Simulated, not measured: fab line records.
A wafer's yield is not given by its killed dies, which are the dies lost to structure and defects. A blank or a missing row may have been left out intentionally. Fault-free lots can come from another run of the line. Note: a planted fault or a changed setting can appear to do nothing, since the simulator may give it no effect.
Matching of chambers | flow n5Finfet | N5_BEOL_M7_ETCH_61 on rieDiel-04: 4 sister chambers
The step etches SiARC in CF4, target depth 45.5 nm, time 75.8 s. 7 wafers are shown with their chamber, then 7 later ones without.

== WAFERS, EACH WITH ITS CHAMBER ==
wafer  | chamber | showerheadPlenumPTorr (Torr) | drypumpMotorCurrentA (A)
L074.5 | 1       | 2.17                         | 5.0
L081.4 | 0       | 2.22                         | 6.1
L088.4 | 2       | 2.05                         | 5.7
L088.5 | 1       | 2.17                         | 5.0
L088.6 | 3       | 2.06                         | 6.7
L091.1 | 3       | 2.06                         | 6.6
L091.2 | 2       | 2.04                         | 5.7

== WAFERS WHOSE CHAMBER IS MISSING ==
wafer  | showerheadPlenumPTorr (Torr) | drypumpMotorCurrentA (A)
L091.3 | 2.17                         | 5.0
L091.4 | 2.06                         | 6.7
L091.5 | 2.04                         | 5.7
L091.6 | 2.17                         | 5.0
L090.2 | 2.17                         | 5.0
L090.3 | 2.21                         | 6.0
L090.5 | 2.21                         | 6.1

== THE CHAMBER EACH PASSED THROUGH ==
wafer  | from the rows above | in truth
L091.3 | 1                   | 1
L091.4 | 3                   | 3
L091.5 | 2                   | 2
L091.6 | 1                   | 1
L090.2 | 1                   | 1
L090.3 | 0                   | 0
L090.5 | 0                   | 0
Placed correctly: 7 of 7. Can't be placed from these rows: 0. 0 placed wrongly.
How it was worked out, from the rows above alone: a wafer's distance from a chamber is the root of the sum, over the readings, of the square of ((its reading less the chamber's mean) divided by the reading's scatter). The wafer belongs to the nearest chamber; if the next one is less than 2 further off, it can't be placed. The mean given for a chamber averages the wafers shown for that chamber. The scatter is the square root of a quotient: the sum, over the shown wafers, of each reading's squared deviation from its chamber's mean, divided by wafers minus chambers.
